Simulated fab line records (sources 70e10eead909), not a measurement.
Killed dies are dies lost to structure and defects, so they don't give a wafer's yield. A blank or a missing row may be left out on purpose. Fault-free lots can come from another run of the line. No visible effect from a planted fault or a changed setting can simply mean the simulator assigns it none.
Chamber matching / flow nand-harc / ald-hk-03 running NHARC_A_CHANNEL_FILL_D1_ALD_14: 4 sister chambers
The step deposits SiO2, target thk 2.5 nm, pulse time 10 s, ald cycles 25. 8 wafers are shown with their chamber, then 9 later ones without.

## WAFERS WITH THEIR CHAMBER
wafer=L078.2; chamber=1; heater-power-outer-w (W)=206; heater-power-w (W)=358
wafer=L078.5; chamber=2; heater-power-outer-w (W)=289; heater-power-w (W)=528
wafer=L077.2; chamber=3; heater-power-outer-w (W)=226; heater-power-w (W)=388
wafer=L077.4; chamber=0; heater-power-outer-w (W)=257; heater-power-w (W)=446
wafer=L077.6; chamber=0; heater-power-outer-w (W)=251; heater-power-w (W)=417
wafer=L077.1; chamber=2; heater-power-outer-w (W)=288; heater-power-w (W)=509
wafer=L077.3; chamber=1; heater-power-outer-w (W)=198; heater-power-w (W)=356
wafer=L077.5; chamber=3; heater-power-outer-w (W)=230; heater-power-w (W)=387

## WAFERS MISSING THEIR CHAMBER
wafer=L091.1; heater-power-outer-w (W)=296; heater-power-w (W)=517
wafer=L091.4; heater-power-outer-w (W)=230; heater-power-w (W)=388
wafer=L091.5; heater-power-outer-w (W)=228; heater-power-w (W)=386
wafer=L093.2; heater-power-outer-w (W)=234; heater-power-w (W)=386
wafer=L093.3; heater-power-outer-w (W)=249; heater-power-w (W)=448
wafer=L093.6; heater-power-outer-w (W)=231; heater-power-w (W)=386
wafer=L095.1; heater-power-outer-w (W)=294; heater-power-w (W)=524
wafer=L095.4; heater-power-outer-w (W)=256; heater-power-w (W)=428
wafer=L095.5; heater-power-outer-w (W)=255; heater-power-w (W)=430

## CHAMBER TAKEN BY EACH
wafer=L091.1; from the rows above=2; in truth=2
wafer=L091.4; from the rows above=3; in truth=3
wafer=L091.5; from the rows above=3; in truth=3
wafer=L093.2; from the rows above=3; in truth=3
wafer=L093.3; from the rows above=0; in truth=0
wafer=L093.6; from the rows above=3; in truth=3
wafer=L095.1; from the rows above=2; in truth=2
wafer=L095.4; from the rows above=0; in truth=0
wafer=L095.5; from the rows above=0; in truth=0
Placed correctly: 9 of 9. Can't be placed from these rows: 0. 0 placed wrongly.
How it was worked out, from the rows above alone: a wafer's distance from a chamber is the root of the sum, over the readings, of the square of ((its reading less the chamber's mean) divided by the reading's scatter). The wafer belongs to the nearest chamber; if the next one is less than 2 further off, it can't be placed. The mean given for a chamber averages the wafers shown for that chamber. The scatter: take each reading less its chamber's mean, square it, sum over the shown wafers, divide by the number of wafers less the number of chambers, and take the root.
